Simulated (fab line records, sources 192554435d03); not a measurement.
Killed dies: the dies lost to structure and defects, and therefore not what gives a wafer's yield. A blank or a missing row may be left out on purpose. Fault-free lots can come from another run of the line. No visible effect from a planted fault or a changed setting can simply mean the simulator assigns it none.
Lot-split experiment	flow n5Finfet	route with 1938 steps; 7 lots, 21 wafers read

== SPLIT DETAILS ==
At N5_MOL_CONTACT_COAG_ALD_133 (deposits SiO2, target thk 5 nm, pulse time 1 s, co reactant pulse time 1 s), the setting aldCycles was moved away from the recipe's 35 on 6 of the 21 wafers read, by -11.4% to +14.3%. All remaining wafers had this setting at the recipe value.

Reading taken at the split's own step.

== THE READING ==
SiO2_of_MOL_CONTACT_COAG_ALD_133.thkNm (the simulator's own value, which no gauge read), in nm, at N5_MOL_CONTACT_COAG_ALD_133 (deposits SiO2, target thk 5 nm, pulse time 1 s, co reactant pulse time 1 s). No usual value for it is given in the file.

wafer	tool, chamber at the split	aldCycles as run	against the recipe	SiO2_of_MOL_CONTACT_COAG_ALD_133.thkNm, nm	against lot-mates on the recipe
L075.1	aldSin-03, 3,1	35	recipe	5	-
L075.3	aldSin-03, 3,1	35	recipe	5	-
L075.2	aldSin-03, 2	33	-5.7%	4.6	-0.4
L079.1	aldSin-01, 2	35	recipe	5	-
L079.5	aldSin-01, 2	35	recipe	5	-
L079.2	aldSin-01, 0	33	-5.7%	4.8	-0.2
L081.3	aldSin-03, 2,3	31	-11.4%	4.4	-0.6
L081.5	aldSin-03, 2,3	31	-11.4%	4.4	-0.6
L081.6	aldSin-03, 0	35	recipe	5	-
L086.2	aldSin-03, 3,0,2	35	recipe	5	-
L086.4	aldSin-03, 3,0,2	35	recipe	5	-
L086.6	aldSin-03, 3,0,2	35	recipe	5	-
L091.3	aldSin-02, 2,3	35	recipe	5	-
L091.4	aldSin-02, 2,3	35	recipe	5	-
L091.6	aldSin-02, 0	37	+5.7%	5.2	+0.2
L090.4	aldSin-02, 2,0	35	recipe	5	-
L090.5	aldSin-02, 2,0	35	recipe	5	-
L090.6	aldSin-02, 1	40	+14.3%	5.8	+0.8
L097.1	aldSin-02, 0,2,3	35	recipe	5	-
L097.2	aldSin-02, 0,2,3	35	recipe	5	-
L097.4	aldSin-02, 0,2,3	35	recipe	5	-
The file does not say which wafer passed through which chamber wherever a row lists several chambers: such a row stands for several wafers.

FIT RESULTS
A straight line over all 21 wafers: SiO2_of_MOL_CONTACT_COAG_ALD_133.thkNm changes by +0.0527 nm for each +1% of aldCycles; r = +0.99; the points scatter about the line by 0.041 nm.
The same after taking each lot's own level away (the mean of its wafers on the recipe; 21 wafers): +0.0527 nm for each +1%; r = +0.99; scatter 0.041 nm.
On that fit, the largest move of aldCycles shifts the reading by 0.75 nm.
The lots' own levels span 5.00 to 5.00 nm.
The two slopes are in agreement: the lot-to-lot level therefore moves the slope only a little.
Check: +0.71 nm against its lot-mates is what the line predicts for one of the wafers moved furthest among these (+14.3%) when that wafer is left out of the fit. It came out at +0.8 nm against them.

== THESE WAFERS: OTHER SPLITS ==
These wafers also went through other splits before the reading. Each is held against what the fit with the lots' levels taken away leaves over:
other split on the same wafers	wafers away from the commonest value	r with SiO2_of_MOL_CONTACT_COAG_ALD_133.thkNm (lot level and that fit taken away)
N5_SDB_EXPOSE_08 doseMj	8	-0.07
N5_GATE_CUT_ETCH_58 sourceW	6	-0.13
N5_MOL_CONTACT_COAG_EXPOSE_05 doseMj	7	+0.11
N5_MOL_CONTACT_COAG_CONTACT_ETCH_14 sourceW	7	+0.20

== THE FILE'S OWN FIT ==
SiO2_of_MOL_CONTACT_COAG_ALD_133.thkNm changes by +0.0528 nm for each +1% of aldCycles, r = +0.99.
